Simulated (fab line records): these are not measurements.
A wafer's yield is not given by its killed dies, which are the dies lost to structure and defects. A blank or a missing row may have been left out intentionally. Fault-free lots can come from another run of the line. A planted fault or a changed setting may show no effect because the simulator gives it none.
fab line records	flow n5-finfet
[record] lots = 7	wafers = 21
route steps=1938 shown BEOL_M12@1648 BEOL_M13@1710 BEOL_M14@1722 MIM_BOT_ETCH@1866 PASSIVATION@1915
start-h: hours from the record's first day to the start of the lot's first wafer shown	wait-h: time in hours since the lot's previous step	" as in the row above	L1.1+2: a single row standing in for several wafers	- no value, or no start was given	* or withheld: withheld	< > ~ a bound
route shown NAME@n: a module of which the file shows steps, and the number in the route of the first	usual: mean and standard deviation over wafers with no fault	same: alike in all rows	chamber/n: place in a boat	sites: each site's reading	_std_site: standard deviation of those values	_edge_site: inner sites' mean taken away from outer sites' mean	radius-mm: how far each site lies from the wafer's centre	mask NAME#n: copy n	behind: tool/chamber where the wafer was last shaped	hold: what put the lot on hold/how long, in hours/how the hold closed	device: the n, p or np transistor that did not switch	end of line: at the end of the route, the tests of the same wafers	a step without rows: its recipe alone	killed: not the wafer's yield, but the dies lost to structure and defects at the first sort	map: a wafer's dies, x killed, . not, _ none there
set.NAME: the setting the step ran with; set.NAME@STEP: the setting that earlier step ran with	model.NAME: the simulator's own value behind a step, which no gauge read
lots run with intentionally changed settings; tables by step, rows by wafer
[[steps]]
[step N5_BEOL_M12_SPUTTER_43]
[recipe] material = TaN	target-thk-a = 150	temp-c = 50	bias-v = 168.6	power-w = 15000	chamber-pressure-pa = 0.12	time-s = 24.19
lot.wafer	tool	chamber	start-h	wait-h	set.power-w	model.TaN_of_BEOL_M12_SPUTTER_43.thk-nm
L078.3+5	pvd-sputter-01	-	262.61	0.0	16690	16.6
L078.4	"	-	"	"	15000	14.8
L079.1+4	pvd-sputter-02	-	263.40	0.0	15000	14.8
L079.6	"	-	"	"	15000	14.6
L082.2	pvd-sputter-02	-	295.06	0.0	12620	12.8
L082.3	"	-	"	"	15000	15.2
L082.6	"	-	"	"	12620	12.6
L084.2+3	pvd-sputter-02	-	307.70	0.0	15000	14.8
L084.5	"	-	"	"	13980	13.8
L085.2+6	pvd-sputter-03	-	311.39	0.0	12540	12.8
L085.3	"	-	"	"	15000	15.4
L090.1	pvd-sputter-02	-	327.14	0.0	15000	15
L090.2	"	-	"	"	15000	15.2
L090.4	"	-	"	"	15000	15.4
L092.2+5	pvd-sputter-03	-	342.34	0.0	13420	13.4
L092.6	"	-	"	"	13420	13.2
[step N5_BEOL_M13_CMP_49]
[recipe] stop-on = SiOC	t-overpolish-s = 17.1	down-force-psi = 1	platen-rpm = 50	clearing-platen-down-force-psi = 1.5	clearing-platen-rpm = 50	post-cmp-clean = cu-alkaline	target-thk-nm = 420	clearing-platen-pad-velocity-m-s = 0.99484	pad-velocity-m-s = 0.99484
[usual] barrier-field-endpoint-s = 30.2/0.61
lot.wafer	tool	chamber	start-h	wait-h	set.down-force-psi	barrier-field-endpoint-s
L078.4	cmp-03	3	269.54	0.1	1	31.1
L078.3	"	2	"	"	1	31.0
L078.5	"	0	"	"	1	30.9
L079.1	cmp-02	0	269.97	0.3	1	30.8
L079.4	"	1	"	"	1	30.4
L079.6	"	2	"	"	1	30.8
L082.3	cmp-02	0	300.22	0.2	1	30.3
L082.2	"	1	"	"	0.9082	33.2
L082.6	"	0	"	"	1	30.6
L084.3	cmp-03	2	314.50	0.2	1	30.9
L084.2	"	3	"	"	1.109	28.2
L084.5	"	2	"	"	1	31.3
L085.2	cmp-03	1	317.15	0.2	1.116	26.8
L085.3	"	0	"	"	1	30.3
L085.6	"	2	"	"	1	29.7
L090.1	cmp-03	1	334.09	0.3	1.225	24.4
L090.2	"	2	"	"	1.225	24.5
L090.4	"	3	"	"	1	30.3
L092.2	cmp-03	1	347.96	0.4	1	30.3
L092.5	"	0	"	"	1	29.6
L092.6	"	1	"	"	0.8197	37.0
[step N5_BEOL_M14_EXPOSE_07]
[recipe] mask-id = V13	na = 0.8	source-shape = annular	sigma-inner = 0.5	sigma-outer = 0.8	polarization = unpolarized	attpsm-phase-deg = 180	dose-mj = 57
lot.wafer	tool	chamber	start-h	wait-h	mask	set.dose-mj
L078.3+4	krf-scanner-01	0	270.48	-	V13#0	57
L078.5	"	0	"	"	V13#0	60.42
L079.1+4+6	krf-scanner-01	0	270.87	-	V13#0	57
L082.2+6	krf-scanner-02	0	301.03	-	V13#0	57
L082.3	"	0	"	"	V13#0	53.4
L084.2	krf-scanner-01	0	315.47	-	V13#0	57
L084.3+5	"	0	"	"	V13#0	59.16
L085.2+3	krf-scanner-02	0	318.12	-	V13#0	57
L085.6	"	0	"	"	V13#0	54.03
L090.1	krf-scanner-01	0	334.98	-	V13#0	57
L090.2+4	"	0	"	"	V13#0	59.58
L092.2	krf-scanner-02	0	348.86	-	V13#0	57
L092.5+6	"	0	"	"	V13#0	54.01
[step N5_BEOL_M14_PEB_08]
[recipe] peb-temp-c = 130	peb-time-s = 90
[step N5_BEOL_M14_DEVELOP_09]
[recipe] develop-time-s = 45	rinse-liquid = diw	dry = air-spin	dev-temp-c = 21
[step N5_BEOL_M14_HARDBAKE_14]
[recipe] temp-c = 130	time-s = 120
[step N5_BEOL_M14_CD_MEAS_10]
[recipe] target-cd-nm = 250	landing-energy-ev = 500	detector = se-inlens	polarity = opening
[usual] cd-nm = 249.1/1.3
lot.wafer	tool	chamber	start-h	wait-h	set.dose-mj@BEOL_M14_EXPOSE_07	cd-nm
L078.3	cd-sem-03	0	270.65	-	57	248.4
L078.4	"	0	"	"	57	246.8
L078.5	"	0	"	"	60.42	259.1
L079.1	cd-sem-03	0	271.05	-	57	249.5
L079.4	"	0	"	"	57	247.9
L079.6	"	0	"	"	57	249.6
L082.2	cd-sem-02	0	301.20	-	57	250.3
L082.3	"	0	"	"	53.4	240.7
L082.6	"	0	"	"	57	250.9
L084.2	cd-sem-03	0	315.64	-	57	248.1
L084.3	"	0	"	"	59.16	254.4
L084.5	"	0	"	"	59.16	256.2
L085.2	cd-sem-02	0	318.29	-	57	246.7
L085.3	"	0	"	"	57	251.0
L085.6	"	0	"	"	54.03	240.0
L090.1	cd-sem-02	0	335.16	-	57	250.5
L090.2	"	0	"	"	59.58	256.7
L090.4	"	0	"	"	59.58	257.8
L092.2	cd-sem-02	0	349.03	-	57	249.8
L092.5	"	0	"	"	54.01	239.9
L092.6	"	0	"	"	54.01	239.8
[step N5_BEOL_M14_STRIP_71]
[recipe] chemistry = post-etch-residue-remover	time-s = 60	temp-c = 25	remover-ph = withheld	remover-water-wt-pct = withheld	remover-fluoride-wt-pct = withheld
[step N5_BEOL_M14_SRD_72]
[recipe] time-s = 30	temp-c = 23	rinse-liquid = diw	dry = n2-spin	spin-rpm = 1500	dry-time-s = 30
[step N5_BEOL_M14_CD_MEAS_17]
[recipe] target-cd-nm = 250	polarity = opening
[usual] cd-nm = 249.7/1.3
lot.wafer	tool	chamber	start-h	wait-h	set.dose-mj@BEOL_M14_EXPOSE_07	cd-nm
L078.3	cd-sem-02	-	271.17	0.0	57	249.7
L078.4	"	-	"	"	57	246.4
L078.5	"	-	"	"	60.42	259.1
L079.1	cd-sem-03	-	271.58	0.0	57	250.1
L079.4	"	-	"	"	57	247.7
L079.6	"	-	"	"	57	250.2
L082.2	cd-sem-03	-	301.73	0.0	57	251.1
L082.3	"	-	"	"	53.4	241.1
L082.6	"	-	"	"	57	250.7
L084.2	cd-sem-01	-	316.20	0.0	57	250.0
L084.3	"	-	"	"	59.16	256.0
L084.5	"	-	"	"	59.16	256.3
L085.2	cd-sem-03	-	318.81	0.0	57	247.5
L085.3	"	-	"	"	57	252.5
L085.6	"	-	"	"	54.03	242.1
L090.1	cd-sem-01	-	335.70	0.0	57	250.9
L090.2	"	-	"	"	59.58	256.5
L090.4	"	-	"	"	59.58	258.3
L092.2	cd-sem-02	-	349.83	0.0	57	249.5
L092.5	"	-	"	"	54.01	241.0
L092.6	"	-	"	"	54.01	240.5
[step N5_BEOL_M14_TRENCH_ETCH_34]
[recipe] chemistry = C4F8/O2/Ar	target = SiO2	target-depth-a = 5566.5	mask-material = SOC	he-inner-torr = 15	he-outer-torr = 30	time-s = 126.9	ion-energy-ev = 800	pressure-mtorr = 20	source-w = 1905	bias-w = 2040	Ar_flow_sccm = 400	C4F8_flow_sccm = 16	O2_flow_sccm = 12
lot.wafer	tool	chamber	start-h	wait-h	set.time-s	model.etch.depth-nm
L078.3	rie-diel-03	2	272.40	0.0	143.8	612.9
L078.4	"	0	"	"	126.9	557.2
L078.5	"	1	"	"	143.8	617
L079.1	rie-diel-01	1	272.62	0.0	126.9	538.2
L079.4	"	3	"	"	126.9	548.4
L079.6	"	0	"	"	126.9	557.2
L082.2	rie-diel-03	1	302.74	0.0	126.9	547
L082.3	"	3	"	"	126.9	558.3
L082.6	"	3	"	"	137.9	602.1
L084.2	rie-diel-03	0	317.07	0.0	126.9	546.6
L084.3	"	3	"	"	115.5	499.3
L084.5	"	1	"	"	126.9	546.9
L085.2	rie-diel-05	1	322.09	0.0	99.5	441.1
L085.3	"	3	"	"	126.9	545.1
L085.6	"	0	"	"	126.9	566.3
L090.1	rie-diel-03	0	336.70	0.0	126.9	556.1
L090.2	"	1	"	"	126.9	547.3
L090.4	"	0	"	"	126.9	552.8
L092.2	rie-diel-05	0	350.99	0.0	155.3	690.2
L092.5	"	0	"	"	126.9	557.1
L092.6	"	3	"	"	155.3	653.7
[step N5_BEOL_M14_STRIP_70]
[recipe] chemistry = C4F8/O2/Ar	resist = SiARC	rf-frequency-hz = 6e+07
[step N5_BEOL_M14_OCD_MEAS_35]
[usual] trench-depth-nm = 552/8.1
lot.wafer	tool	chamber	start-h	wait-h	set.time-s@BEOL_M14_TRENCH_ETCH_34	trench-depth-nm
L078.3	ocd-02	-	272.55	0.0	143.8	612
L078.4	"	-	"	"	126.9	557
L078.5	"	-	"	"	143.8	617
L079.1	ocd-02	-	272.78	0.0	126.9	539
L079.4	"	-	"	"	126.9	548
L079.6	"	-	"	"	126.9	557
L082.2	ocd-01	-	302.90	0.0	126.9	547
L082.3	"	-	"	"	126.9	558
L082.6	"	-	"	"	137.9	602
L084.2	ocd-01	-	317.23	0.0	126.9	547
L084.3	"	-	"	"	115.5	499
L084.5	"	-	"	"	126.9	547
L085.2	ocd-01	-	322.24	0.0	99.5	441
L085.3	"	-	"	"	126.9	545
L085.6	"	-	"	"	126.9	566
L090.1	ocd-01	-	336.86	0.0	126.9	556
L090.2	"	-	"	"	126.9	547
L090.4	"	-	"	"	126.9	553
L092.2	ocd-02	-	351.15	0.0	155.3	690
L092.5	"	-	"	"	126.9	557
L092.6	"	-	"	"	155.3	655
[step N5_BEOL_M14_SPUTTER_45]
[recipe] material = Cu	target-thk-a = 1000	temp-c = -20	bias-v = 60	power-w = 26000	chamber-pressure-pa = 0.13	time-s = 16.67
lot.wafer	tool	chamber	start-h	wait-h	set.power-w
L078.3	pvd-sputter-02	-	273.52	0.0	28540
L078.4+5	"	-	"	"	26000
L079.1+4+6	pvd-sputter-02	-	274.89	0.0	26000
L082.2+3	pvd-sputter-01	-	304.49	0.0	30120
L082.6	"	-	"	"	26000
L084.2+5	pvd-sputter-03	-	320.09	0.0	26000
L084.3	"	-	"	"	21810
L085.2+3+6	pvd-sputter-01	-	324.00	0.0	26000
L090.1+2	pvd-sputter-01	-	339.39	0.0	29210
L090.4	"	-	"	"	26000
L092.2+5	pvd-sputter-02	-	356.67	0.0	26000
L092.6	"	-	"	"	21640
[step N5_BEOL_M14_ECD_47]
[recipe] material = Cu	target-thk-a = 12480
[step N5_BEOL_M14_ANNEAL_48]
[recipe] temp-c = 225	time-s = 90	ambient = N2
[step N5_BEOL_M14_CMP_49]
[recipe] stop-on = SiO2	t-overpolish-s = 5.2	down-force-psi = 2	platen-rpm = 80	clearing-platen-down-force-psi = 2	clearing-platen-rpm = 80	post-cmp-clean = cu-alkaline	target-thk-nm = 560	clearing-platen-pad-velocity-m-s = 1.5917	pad-velocity-m-s = 1.5917
lot.wafer	tool	chamber	start-h	wait-h	set.time-s@BEOL_M14_TRENCH_ETCH_34	model.Cu_of_BEOL_M14_ECD_47.thk-nm
L078.4	cmp-03	2	274.20	0.2	126.9	560.8
L078.3	"	3	"	"	143.8	-
L078.5	"	0	"	"	143.8	617.8
L079.4	cmp-03	3	275.50	0.1	126.9	552.2
L079.1	"	1	"	"	126.9	540.2
L079.6	"	0	"	"	126.9	560.8
L082.2+3	cmp-02	2,1	305.40	0.2	126.9	-
L082.6	"	3	"	"	137.9	606.8
L084.2	cmp-03	1	321.82	0.4	126.9	550
L084.3	"	2	"	"	115.5	-
L084.5	"	1	"	"	126.9	549.4
L085.2	cmp-03	0	324.64	0.2	99.5	445.2
L085.3	"	1	"	"	126.9	548.8
L085.6	"	3	"	"	126.9	570
L090.1+2	cmp-04	2,3	339.99	0.3	126.9	-
L090.4	"	0	"	"	126.9	557.8
L092.2	cmp-02	1	357.45	0.2	155.3	693.8
L092.5	"	0	"	"	126.9	561
L092.6	"	1	"	"	155.3	-
[step N5_BEOL_M14_PRE_CLEAN_52]
[recipe] gas = NH3	time-s = 15	temp-c = withheld	rf-power-w = 300
[step N5_BEOL_M14_DEP_53]
[recipe] material = SiCN	target-thk-a = 500	temp-c = withheld	precursor = 3MS/NH3	pressure-torr = 3	rf-w = 675	time-s = 17.8
[step N5_BEOL_M14_RS_MEAS_54]
[recipe] thk-meas-gauge = four-point-probe	reads = Cu_of_BEOL_M14_ECD_47+Ta_of_BEOL_M14_SPUTTER_44+TaN_of_BEOL_M14_SPUTTER_43
[usual] M14_RS = 0.0335/0.00051
lot.wafer	tool	chamber	start-h	wait-h	set.time-s@BEOL_M14_TRENCH_ETCH_34	M14_RS[ohm/sq]
L078.3	film-metro-01	-	274.55	0.1	143.8	0.0301
L078.4	"	-	"	"	126.9	0.0332
L078.5	"	-	"	"	143.8	0.0301
L079.1	film-metro-02	-	275.94	0.1	126.9	0.0345
L079.4	"	-	"	"	126.9	0.0337
L079.6	"	-	"	"	126.9	0.0332
L082.2	film-metro-01	-	305.82	0.1	126.9	0.0337
L082.3	"	-	"	"	126.9	0.0330
L082.6	"	-	"	"	137.9	0.0306
L084.2	film-metro-02	-	322.24	0.1	126.9	0.0338
L084.3	"	-	"	"	115.5	0.0370
L084.5	"	-	"	"	126.9	0.0339
L085.2	film-metro-02	-	325.03	0.1	99.5	0.0420
L085.3	"	-	"	"	126.9	0.0339
L085.6	"	-	"	"	126.9	0.0326
L090.1	film-metro-02	-	340.41	0.0	126.9	0.0332
L090.2	"	-	"	"	126.9	0.0337
L090.4	"	-	"	"	126.9	0.0334
L092.2	film-metro-01	-	357.83	0.1	155.3	0.0267
L092.5	"	-	"	"	126.9	0.0331
L092.6	"	-	"	"	155.3	0.0282
[step N5_MIM_BOT_ETCH_ETCH_04]
[recipe] chemistry = CF4/O2	target = SiNx	target-depth-a = 260	time-s = 13	ion-energy-ev = 100	pressure-mtorr = 40	source-w = 535	bias-w = 49	Ar_flow_sccm = 100	cf4-flow-sccm = 100	O2_flow_sccm = 10
lot.wafer	tool	chamber	start-h	wait-h	set.time-s	model.etch.depth-nm
L078.3	rie-diel-01	1	289.78	0.0	13	25.06
L078.4	"	3	"	"	11.02	21.93
L078.5	"	3	"	"	11.02	21.64
L079.1	rie-diel-01	3	291.71	0.0	13	25.71
L079.4	"	0	"	"	13	26.09
L079.6	"	1	"	"	13	25.28
L082.2	rie-diel-05	3	317.78	0.0	13	25.17
L082.3	"	1	"	"	13	26.29
L082.6	"	3	"	"	13	25.04
L084.2	rie-diel-01	3	331.60	0.0	13	25.8
L084.3	"	1	"	"	13	25.32
L084.5	"	1	"	"	10.47	20.43
L085.2	rie-diel-05	3	335.13	0.0	13	25.11
L085.3	"	1	"	"	13	26.07
L085.6	"	0	"	"	13	26.14
L090.1	rie-diel-03	0	352.33	0.0	13	25.97
L090.2	"	2	"	"	13	26.31
L090.4	"	1	"	"	13	25.5
L092.2	rie-diel-05	1	368.95	0.0	12.15	24.63
L092.5	"	2	"	"	13	25.62
L092.6	"	0	"	"	12.15	24.44
[step N5_PASSIVATION_PECVD_53]
[recipe] material = SiO2	target-thk-a = 8000	temp-c = 400	precursor = TEOS/O2	pressure-torr = 6.5	rf-w = withheld	teos-flow-sccm = withheld	gas = O2	flow-sccm = 2650	time-s = 169.4
lot.wafer	tool	chamber	start-h	wait-h	set.temp-c	model.SiO2_of_PASSIVATION_PECVD_53.thk-nm
L078.3	pecvd-03	2	295.92	0.0	400	786.2
L078.4	"	1	"	"	400	804.6
L078.5	"	0	"	"	400	805.2
L079.1	pecvd-03	0	296.58	0.0	400	791.2
L079.4	"	1	"	"	400	814.8
L079.6	"	0	"	"	400	805
L082.2	pecvd-03	0	322.40	0.0	400	791.8
L082.3	"	2	"	"	404.7	758.4
L082.6	"	0	"	"	404.7	774.8
L084.2	pecvd-04	2	336.01	0.0	411.9	734
L084.3	"	1	"	"	411.9	731.2
L084.5	"	1	"	"	411.9	753.8
L085.2	pecvd-04	2	344.05	0.0	400	796.2
L085.3	"	0	"	"	413.9	722
L085.6	"	0	"	"	400	816.8
L090.1	pecvd-04	1	357.94	0.0	400	801
L090.2	"	0	"	"	389.1	854.6
L090.4	"	0	"	"	389.1	867.6
L092.2	pecvd-01	1	375.70	0.0	400	777.6
L092.5	"	1	"	"	414.4	712.6
L092.6	"	0	"	"	400	802.4
[step N5_PASSIVATION_ETCH_54]
[recipe] chemistry = CHF3/O2	target = SiO2	target-depth-a = 8800	CHF3_flow_sccm = 50	O2_flow_sccm = 5	Ar_flow_sccm = 200	time-s = 440	mask-material = PR	pressure-mtorr = 30	source-w = 650	bias-w = 170	ion-energy-ev = 200
[usual] rf-vpp-V = 521/4.5
lot.wafer	tool	chamber	start-h	wait-h	set.bias-w	rf-vpp-V
L078.3	rie-diel-05	0	296.81	0.1	170	521
L078.4	"	2	"	"	170	516
L078.5	"	2	"	"	183.3	548
L079.1	rie-diel-05	0	297.68	0.1	170	521
L079.4	"	1	"	"	170	519
L079.6	"	0	"	"	170	520
L082.2	rie-diel-03	3	323.69	0.1	187	560
L082.3	"	0	"	"	170	513
L082.6	"	3	"	"	187	561
L084.2	rie-diel-05	3	337.03	0.1	186.2	556
L084.3	"	0	"	"	170	519
L084.5	"	0	"	"	186.2	559
L085.2	rie-diel-03	1	344.94	0.1	151.5	478
L085.3	"	3	"	"	170	518
L085.6	"	3	"	"	170	520
L090.1	rie-diel-01	2	358.89	0.1	170	527
L090.2	"	0	"	"	170	529
L090.4	"	1	"	"	170	529
L092.2	rie-diel-01	0	376.59	0.1	170	528
L092.5	"	1	"	"	170	528
L092.6	"	2	"	"	170	527
[[key]]
[split] step = N5_BEOL_M12_SPUTTER_43	setting = power-w	stated = 15000	by = wafer
[response] step = N5_BEOL_M12_SPUTTER_43	reading = model.TaN_of_BEOL_M12_SPUTTER_43.thk-nm	change = +0.158	per = 1%	r = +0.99
[split] step = N5_BEOL_M13_CMP_49	setting = down-force-psi	stated = 1	by = wafer
[response] step = N5_BEOL_M13_CMP_49	reading = barrier-field-endpoint-s	change = -0.301	per = 1%	r = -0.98
[split] step = N5_BEOL_M14_EXPOSE_07	setting = dose-mj	stated = 57	by = wafer
[response] step = N5_BEOL_M14_CD_MEAS_10	reading = cd-nm	change = +1.74	per = 1%	r = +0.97
[response] step = N5_BEOL_M14_CD_MEAS_17	reading = cd-nm	change = +1.62	per = 1%	r = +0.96
[split] step = N5_BEOL_M14_TRENCH_ETCH_34	setting = time-s	stated = 126.9	by = wafer
[response] step = N5_BEOL_M14_TRENCH_ETCH_34	reading = model.etch.depth-nm	change = +5.13	per = 1%	r = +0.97
[response] step = N5_BEOL_M14_OCD_MEAS_35	reading = trench-depth-nm	change = +5.12	per = 1%	r = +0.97
[response] step = N5_BEOL_M14_CMP_49	reading = model.Cu_of_BEOL_M14_ECD_47.thk-nm	change = +5.4	per = 1%	r = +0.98
[response] step = N5_BEOL_M14_RS_MEAS_54	reading = M14_RS	change = -0.000316	per = 1%	r = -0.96
[split] step = N5_BEOL_M14_SPUTTER_45	setting = power-w	stated = 26000	by = wafer
response none clear
[split] step = N5_MIM_BOT_ETCH_ETCH_04	setting = time-s	stated = 13	by = wafer
[response] step = N5_MIM_BOT_ETCH_ETCH_04	reading = model.etch.depth-nm	change = +0.24	per = 1%	r = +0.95
[split] step = N5_PASSIVATION_PECVD_53	setting = temp-c	stated = 400	by = wafer
[response] step = N5_PASSIVATION_PECVD_53	reading = model.SiO2_of_PASSIVATION_PECVD_53.thk-nm	change = -22.6	per = 1%	r = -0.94
[split] step = N5_PASSIVATION_ETCH_54	setting = bias-w	stated = 170	by = wafer
[response] step = N5_PASSIVATION_ETCH_54	reading = rf-vpp-V	change = +4.07	per = 1%	r = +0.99
